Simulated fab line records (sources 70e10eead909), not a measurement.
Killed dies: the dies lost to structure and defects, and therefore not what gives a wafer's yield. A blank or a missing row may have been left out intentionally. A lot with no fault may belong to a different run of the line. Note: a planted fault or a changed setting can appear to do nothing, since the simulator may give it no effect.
One fault through the eyes of 3 desks -- flow nand-harc -- each desk holds nothing but its own numbers, with what lay behind them at the end

== THE DEFECT DESK ==
What the inspections along the route counted, lot by lot: means of the sampled wafers that have a number. The brackets show how far a lot's mean lies from the usual mean; more than 4 standard deviations puts the lot out of limits, marked OUT.
Columns: A = raw-defect-count at NHARC_A_M0_INSPECT_27, usual 554
lot,first seen here,A
L244,day 22 20:01,630
L245,day 23 12:49,598
L250,day 25 18:14,3135 (+20) OUT
L251,day 26 10:39,3165 (+20) OUT
L253,day 26 22:48,3008 (+19) OUT
L257,day 28 08:40,562
L260,day 30 05:11,536
L261,day 30 16:07,529
L263,day 30 19:47,541
L264,day 31 14:05,527
L265,day 32 00:48,756
This desk's verdict: out of limits on L250, L251, L253, starting with L250 at day 25 18:14 (raw-defect-count at NHARC_A_M0_INSPECT_27). L244, L245, L257, L260, L261, L263, L264, L265 stayed within limits.

== DESK OF THE TOOL OWNER: cmp-04 ==
The tool's own readings at NHARC_A_M0_CMP_23 (polishes, t overpolish 20 s, target thk 113.75 nm): means of the sampled wafers that have a number, for each lot that ran on this tool. The brackets show how far a lot's mean lies from the usual mean; more than 4 standard deviations puts the lot out of limits, marked OUT.
Columns: A = motor-current-A at NHARC_A_M0_CMP_23, usual 11.8 A; B = time-to-endpoint-s at NHARC_A_M0_CMP_23, usual 28.6 s
lot,first seen here,A,B
L244,day 22 19:35,11.0,24.2
L250,day 25 17:49,11.2,37.7
L251,day 26 10:11,11.6,37.3
L253,day 26 22:20,11.2,37.2
L261,day 30 15:38,11.6,26.0
L264,day 31 13:38,11.2,28.2
Finding of this desk: none of the 6 lots has anything out of limits.

== THE METROLOGY DESK ==
What the gauges read, lot by lot, whatever tool the lot ran on: means of the sampled wafers that have a number. The brackets show how far a lot's mean lies from the usual mean; more than 4 standard deviations puts the lot out of limits, marked OUT.
Columns: A = cd-nm at NHARC_A_M0_CD_MEAS_09, usual 79.8 nm; B = overlay-x-nm at NHARC_A_M0_OVL_MEAS_10, usual -0.4 nm; C = overlay-y-nm at NHARC_A_M0_OVL_MEAS_10, usual -0.1 nm
lot,first seen here,A,B,C
L244,day 22 17:01,79.0,-0.9,0.0
L245,day 23 10:10,79.4,-0.1,-0.5
L250,day 25 15:35,79.2,-0.3,0.2
L251,day 26 08:00,80.4,-0.8,-1.9
L253,day 26 19:51,80.3,0.0,0.3
L257,day 28 05:59,80.1,0.6,1.6
L260,day 30 02:32,78.8,-1.0,-0.5
L261,day 30 13:27,81.0,-0.6,0.1
L263,day 30 17:08,78.6,-1.6,-0.7
L264,day 31 11:25,79.7,-1.6,-1.2
L265,day 31 22:08,79.8,-1.3,-0.3
Finding of this desk: none of the 11 lots has anything out of limits.

== BROUGHT TOGETHER ==
The defect desk could have raised an alarm at day 25 18:14, on L250, L251, L253.
The tool owner's desk saw nothing out of limits.
From the metrology desk's view, nothing was out of limits.
Tool owner's desk: L250, L251, L253 on record, inside its limits.
The metrology desk holds a record of L250, L251, L253, inside its limits.
Of the lots named, all ran NHARC_A_M0_CMP_23 on cmp-04.

== WHAT THE SIMULATOR PUT IN ==
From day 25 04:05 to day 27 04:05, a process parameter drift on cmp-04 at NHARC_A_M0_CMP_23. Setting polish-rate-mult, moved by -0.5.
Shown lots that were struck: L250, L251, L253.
Hours from the fault's start to each desk's first reading out of limits: the defect desk, 14.
